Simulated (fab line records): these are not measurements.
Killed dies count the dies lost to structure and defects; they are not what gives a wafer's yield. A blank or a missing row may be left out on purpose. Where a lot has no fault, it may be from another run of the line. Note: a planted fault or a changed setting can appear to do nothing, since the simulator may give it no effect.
Chamber matching ; flow n5 finfet ; N5_HKMG_FIN_ETCH_58 on rie diel-03: 4 sister chambers
The step etches SOC in N2/H2, target depth 215.8 nm, time 741 s. 8 wafers are shown with their chamber, then 12 later ones without.

WAFERS, EACH WITH ITS CHAMBER
wafer;chamber;showerhead plenum p Torr (Torr);throttle valve pct (%)
L077.2;1;2.61;18.22
L079.4;1;2.61;18.21
L084.1;2;2.45;17.92
L084.2;3;2.49;17.65
L084.3;0;2.46;17.64
L088.2;0;2.45;17.65
L088.3;3;2.49;17.66
L088.5;2;2.45;17.94

WAFERS WITH NO CHAMBER GIVEN
wafer;showerhead plenum p Torr (Torr);throttle valve pct (%)
L091.1;2.48;17.66
L091.2;2.44;17.97
L091.6;2.48;17.67
L092.1;2.45;17.66
L092.2;2.44;17.98
L092.4;2.61;17.81
L093.2;2.45;17.67
L093.5;2.44;17.95
L093.6;2.60;17.83
L097.1;2.48;17.66
L097.2;2.60;17.84
L097.5;2.44;17.97

WHICH CHAMBER EACH WENT THROUGH
wafer;from the rows above;in truth
L091.1;3;3
L091.2;2;2
L091.6;3;3
L092.1;0;0
L092.2;2;2
L092.4;3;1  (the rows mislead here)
L093.2;0;0
L093.5;2;2
L093.6;3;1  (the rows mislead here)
L097.1;3;3
L097.2;3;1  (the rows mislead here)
L097.5;2;2
Correctly placed: 9 of 12. From these rows, 0 cannot be placed. Placed wrongly: 3.
How it was worked out, from the rows above alone: a wafer's distance from a chamber is the root of the sum, over the readings, of the square of ((its reading less the chamber's mean) divided by the reading's scatter). If the next closest chamber is less than 2 further off than the closest, the wafer can't be placed; otherwise it belongs to the closest. The mean given for a chamber averages the wafers shown for that chamber. How the scatter is found: for the shown wafers, subtract from each reading the mean of its chamber, square and add these, divide the total by (wafers less chambers), then take the root.
